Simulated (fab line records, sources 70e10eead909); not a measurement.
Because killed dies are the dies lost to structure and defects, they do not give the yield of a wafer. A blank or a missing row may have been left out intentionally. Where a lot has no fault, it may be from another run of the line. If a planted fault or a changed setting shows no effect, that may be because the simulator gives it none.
fab line records | flow nand-harc
record: lots: 13 wafers: 39 last-day: 24
route steps=1159 shown A_M1@1053 A_BONDPAD@1077
lots that met no fault: taken from a fault-free run of the same line
start-h: hours from the record's first day to the start of the lot's first wafer shown | wait-h: how many hours have passed since the lot's step before this one | " repeats the value in the row above | L1.1+2: a row that stands for several wafers | - value missing, or start not given | * or withheld: withheld | < > ~ a bound
route shown NAME@n: a module of which the file shows steps, and the number in the route of the first | usual: average and standard deviation across the fault-free wafers | same: alike in all rows | chamber/n: place in a boat | sites: the reading at each site | _std_site: the standard deviation of these | _edge_site: inner sites' mean taken away from outer sites' mean | radius-mm: how far each site lies from the wafer's centre | mask NAME#n: copy n | behind: the last tool/chamber to shape the wafer | hold: reason for holding the lot/hours on hold/outcome of the hold | device: the n, p or np transistor that did not switch | end of line: tests run on the same wafers once the route is complete | for a step that has no rows: nothing shown but its recipe | killed: at the first sort, the dies lost to defects and structure; wafer yield is something else | map: dies across one wafer; x = killed, . = not, _ = none there
set.NAME: the run value of the setting; set.NAME@STEP: its run value at that earlier step | model.NAME: the simulator's own value behind a step, which no gauge read
the route's steps for a sample of lots (tables are steps, rows are wafers)
services: from which hour (start-h, from the record's first day; less than 0 if before it) a tool's chamber was out of use, for how many hours, and why
== steps ==
step: NHARC_A_M1_THK_MEAS_24
recipe: thk-meas-gauge: xrf
usual: thk-nm: 154.3/1.5
columns lot.wafer tool chamber start-h wait-h thk-nm
L272.1 film-metro-01 - 411.88 - 153.2
L272.3 " - " " 154.4
L272.5 " - " " 154.3
L271.1 film-metro-02 - 412.40 - 154.9
L271.2 " - " " 154.8
L271.6 " - " " 153.5
L273.2 film-metro-02 - 421.06 - 155.3
L273.3 " - " " 155.8
L273.5 " - " " 153.4
L274.2 film-metro-02 - 421.38 - 155.8
L274.4 " - " " 153.8
L274.5 " - " " 152.2
L282.3 film-metro-02 - 468.72 - 150.7
L282.4 " - " " 154.1
L282.6 " - " " 155.4
L279.1 film-metro-01 - 480.63 - 151.7
L279.4 " - " " 151.9
L279.6 " - " " 153.4
L284.1 film-metro-01 - 484.47 - 154.5
L284.2 " - " " 153.0
L284.3 " - " " 155.2
L287.2 film-metro-01 - 519.95 - 153.8
L287.4 " - " " 154.2
L287.6 " - " " 154.9
L288.1 film-metro-01 - 520.90 - 154.0
L288.2 " - " " 156.4
L288.5 " - " " 155.9
L289.1 film-metro-01 - 524.44 - 155.2
L289.3 " - " " 156.6
L289.4 " - " " 155.2
L290.2 film-metro-01 - 531.00 - 154.3
L290.4 " - " " 153.6
L290.5 " - " " 155.1
L291.3 film-metro-01 - 541.46 - 153.2
L291.4 " - " " 155.2
L291.5 " - " " 155.0
L293.1 film-metro-01 - 545.39 - 152.3
L293.3 " - " " 152.9
L293.5 " - " " 153.7
step: NHARC_A_M1_DEP_33
recipe: target-thk-a: 300 temp-c: 370 target-thk-nm: 30 pressure-torr: 3 flow-sccm: 200 rf-w: 450 material: SiCN
usual: heater-power-w: 582/100
columns lot.wafer tool chamber start-h wait-h heater-power-w
L272.3 pecvd-02 0 412.18 0.1 431
L272.1 " 2 " " 565
L272.5 " 2 " " 568
L271.1 pecvd-02 1 412.70 0.1 671
L271.2 " 2 " " 629
L271.6 " 2 " " 636
L273.2 pecvd-02 0 421.79 0.1 472
L273.3 " 1 " " 654
L273.5 " 0 " " 479
L274.2 pecvd-04 2 421.86 0.1 416
L274.5 " 1 " " 756
L274.4 " 0 " " 582
L282.3 pecvd-01 0 469.06 0.1 626
L282.4 " 2 " " 532
L282.6 " 1 " " 605
L279.1 pecvd-04 2 480.93 0.1 368
L279.6 " 0 " " 631
L279.4 " 1 " " 701
L284.2 pecvd-04 2 484.77 0.1 388
L284.3 " 0 " " 544
L284.1 " 1 " " 803
L287.2 pecvd-04 1 520.54 0.1 774
L287.6 " 0 " " 607
L287.4 " 1 " " 782
L288.1 pecvd-01 1 521.57 0.1 557
L288.2 " 2 " " 529
L288.5 " 2 " " 542
L289.1 pecvd-04 1 524.74 0.1 793
L289.3 " 0 " " 553
L289.4 " 2 " " 411
L290.2 pecvd-01 2 531.34 0.1 512
L290.5 " 2 " " 516
L290.4 " 0 " " 522
L291.3 pecvd-01 2 541.77 0.1 540
L291.4 " 2 " " 555
L291.5 " 0 " " 548
L293.3 pecvd-02 0 545.69 0.1 474
L293.1 " 1 " " 704
L293.5 " 0 " " 472
step: NHARC_A_BONDPAD_ETCH_12
recipe: target-depth-a: 2200 time-s: 110 chf3-flow-sccm: 50 o2-flow-sccm: 10 ar-flow-sccm: 200 rf-w: 500 bias-w: 200 chemistry: CHF3/O2
usual: bias-w: 200.0/0.67 drypump-motor-current-A: 5.7/0.38 oes-product-au: 0.940/0.023 rf-vpp-V: 370.4/2.4 showerhead-plenum-p-Torr: 2.40/0.11 throttle-valve-pct: 20.572/0.0087
columns lot.wafer tool chamber start-h wait-h bias-w drypump-motor-current-A oes-product-au rf-hours-counter-h rf-vpp-V showerhead-plenum-p-Torr throttle-valve-pct
L272.3 rie-diel-01 0 414.39 - 199.9 5.7 0.931 20 374.6 2.59 20.572
L272.1 " 1 " " 199.6 6.0 0.913 18 368.0 2.28 20.579
L272.5 " 3 " " 199.2 6.2 0.932 - 369.8 2.36 20.568
L271.1 rie-diel-01 3 414.90 - 200.6 6.2 0.936 21 369.4 2.36 20.577
L271.2 " 0 " " 200.5 5.7 0.923 20 373.5 2.59 20.579
L271.6 " 2 " " 201.1 5.5 0.922 - 369.2 2.35 20.554
L273.2 rie-diel-05 0 423.98 - 201.0 5.1 0.927 3 370.0 2.34 20.573
L273.3 " 1 " " 200.4 5.7 0.923 3 368.8 2.31 20.582
L273.5 " 2 " " 200.1 5.9 0.920 - 373.2 2.49 20.565
L274.2 rie-diel-01 1 424.43 - 200.2 6.0 0.919 20 366.6 2.28 20.570
L274.5 " 2 " " 200.6 5.6 0.935 - 368.9 2.35 20.569
L274.4 " 1 " " 200.3 6.0 0.921 - 367.1 2.28 20.566
L282.3 rie-diel-09 0 471.36 - 199.8 6.4 0.922 12 370.6 2.43 20.572
L282.4 " 1 " " 199.8 5.0 0.922 12 369.2 2.23 20.561
L282.6 " 0 " " 200.3 6.4 0.927 - 371.5 2.43 20.567
L279.1 rie-diel-01 0 483.36 - 201.1 5.7 0.848 34 374.2 2.58 20.578
L279.4 " 1 " " 199.5 6.0 0.919 - 368.5 2.27 20.589
L279.6 " 2 " " 200.1 5.6 0.908 - 369.6 2.34 20.572
L284.3 rie-diel-05 0 486.94 - 199.8 5.1 0.975 4 368.9 2.34 20.568
L284.1 " 2 " " 200.3 6.0 0.964 5 372.5 2.49 20.563
L284.2 " 3 " " 200.4 5.3 0.971 5 373.4 2.53 20.568
L287.2 rie-diel-09 0 523.19 - 200.1 6.3 0.927 35 370.7 2.43 20.582
L287.4 " 1 " " 201.6 5.0 0.925 - 365.6 2.23 20.585
L287.6 " 0 " " 200.3 6.4 0.938 - 370.7 2.43 20.563
L288.2 rie-diel-09 0 524.23 - 199.7 6.3 0.933 36 371.4 2.42 20.567
L288.1 " 1 " " 201.6 5.0 0.929 33 366.4 2.22 20.569
L288.5 " 1 " " 201.2 5.0 0.924 - 367.2 2.23 20.577
L289.4 rie-diel-05 3 526.99 - 199.3 5.3 0.976 0 373.7 2.53 20.568
L289.3 " 0 " " 199.9 5.1 0.984 0 369.7 2.34 20.571
L289.1 " 1 " " 199.8 5.7 0.992 0 368.0 2.31 20.565
L290.4 rie-diel-05 0 533.81 - 199.9 5.1 0.949 0 369.0 2.34 20.591
L290.2 " 1 " " 199.3 5.7 0.970 0 368.8 2.31 20.575
L290.5 " 3 " " 199.8 5.3 0.958 - 371.8 2.53 20.557
L291.3 rie-diel-05 1 543.99 - 199.5 5.7 0.964 1 370.2 2.31 20.568
L291.4 " 0 " " 199.6 5.1 0.971 - 369.8 2.34 20.568
L291.5 " 1 " " 199.6 5.7 0.958 - 368.4 2.31 20.573
L293.1 rie-diel-05 3 547.89 - 200.1 5.3 0.965 1 372.2 2.53 20.566
L293.3 " 1 " " 200.0 5.7 0.963 1 369.3 2.31 20.568
L293.5 " 1 " " 200.0 5.7 0.959 - 367.5 2.31 20.573
step: NHARC_A_BONDPAD_PVD_17
recipe: target-thk-a: 50 bias-v: 168.6 power-w: 15000 chamber-pressure-pa: 0.12 time-s: 8.06 substrate-temp-c: 50 material: TaN
usual: throttle-valve-pct: 30.2/1.4
columns lot.wafer tool chamber start-h wait-h throttle-valve-pct
L272.1 pvd-sputter-03 - - - 29.2
L272.3 " - " " 30.6
L272.5 " - " " 29.7
L271.2 pvd-sputter-02 - - - 31.3
L271.1 " - " " 30.0
L271.6 " - " " 31.2
L273.3 pvd-sputter-02 - - - 30.3
L273.2 " - " " 26.5
L273.5 " - " " 30.0
L274.4 pvd-sputter-01 - - - 30.6
L274.2 " - " " 29.4
L274.5 " - " " 31.0
L282.3 pvd-sputter-03 - - - 30.4
L282.4 " - " " 30.6
L282.6 " - " " 29.4
L279.4 pvd-sputter-02 - - - 29.9
L279.1 " - " " 31.2
L279.6 " - " " 30.0
L284.3 pvd-sputter-03 - - - 30.3
L284.2 " - " " 30.6
L284.1 " - " " 30.9
L287.4 pvd-sputter-02 - - - 26.6
L287.2 " - " " 29.6
L287.6 " - " " 31.1
L288.1 pvd-sputter-02 - - - 26.4
L288.2 " - " " 30.9
L288.5 " - " " 26.8
L289.3 pvd-sputter-01 - - - 31.6
L289.1 " - " " 30.5
L289.4 " - " " 33.1
L290.2 pvd-sputter-03 - - - 31.4
L290.4 " - " " 29.2
L290.5 " - " " 30.6
L291.4 pvd-sputter-03 - - - 30.3
L291.3 " - " " 29.4
L291.5 " - " " 30.6
L293.1 pvd-sputter-03 - - - 31.2
L293.3 " - " " 30.0
L293.5 " - " " 29.5
== services ==
columns tool chamber start-h hours kind
pvd-sputter-02 - 392.00 10.0 pm
rie-diel-05 0 398.62 - clean
pecvd-01 - 418.18 13.0 pm
rie-diel-01 0 424.13 5.2 repair
pvd-sputter-03 - 431.98 2.8 repair
pvd-sputter-01 - 432.26 2.1 repair
rie-diel-09 - 432.52 9.0 pm
rie-diel-05 - 434.99 21.5 repair
pvd-sputter-01 - 453.29 1.1 repair
pvd-sputter-03 - 458.00 10.0 pm
rie-diel-01 - 465.79 1.9 repair
pvd-sputter-03 - 489.02 4.4 repair
rie-diel-01 - 491.84 9.0 pm
pvd-sputter-01 - 507.57 6.3 repair
pecvd-01 0 513.66 10.5 repair
pvd-sputter-01 - 514.07 10.0 pm
rie-diel-09 3 514.81 12.1 repair
pecvd-02 - 515.78 13.0 pm
rie-diel-01 - 515.86 0.1 repair
rie-diel-05 - 517.60 9.0 pm
pecvd-02 1 530.97 3.9 repair
pvd-sputter-01 - 539.15 4.2 repair
rie-diel-05 - 541.73 1.1 repair
rie-diel-05 2 543.55 8.0 repair
== key ==
first-sign: step: NHARC_A_BONDPAD_ETCH_12 reading: oes-product-au direction: down sigmas: 3.9 usual: 0.940 struck: 0.848
effect none on later readings
met-at NHARC_A_BONDPAD_ETCH_12
struck-lots L279
struck-wafers L279.1
later-rows-left-out L279.1
sort-left-out L279.1
not-acting-at NHARC_A_M1_THK_MEAS_24,NHARC_A_M1_DEP_33,NHARC_A_BONDPAD_PVD_17
onset-between 414.90 483.36
fault: kind: process-parameter-drift tool: rie-diel-01 chamber: 0 onset-h: 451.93 steps: NHARC_A_BONDPAD_ETCH_12 channel: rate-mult offset: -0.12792 shape: step end-h: 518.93
sort-left-out: the simulated sort isn't trusted on such a fault, so these wafers' sort isn't shown, and their yield isn't known
later-rows-left-out: the simulator's readings of these wafers behind a module that went badly wrong aren't trusted and aren't shown, but for the sort
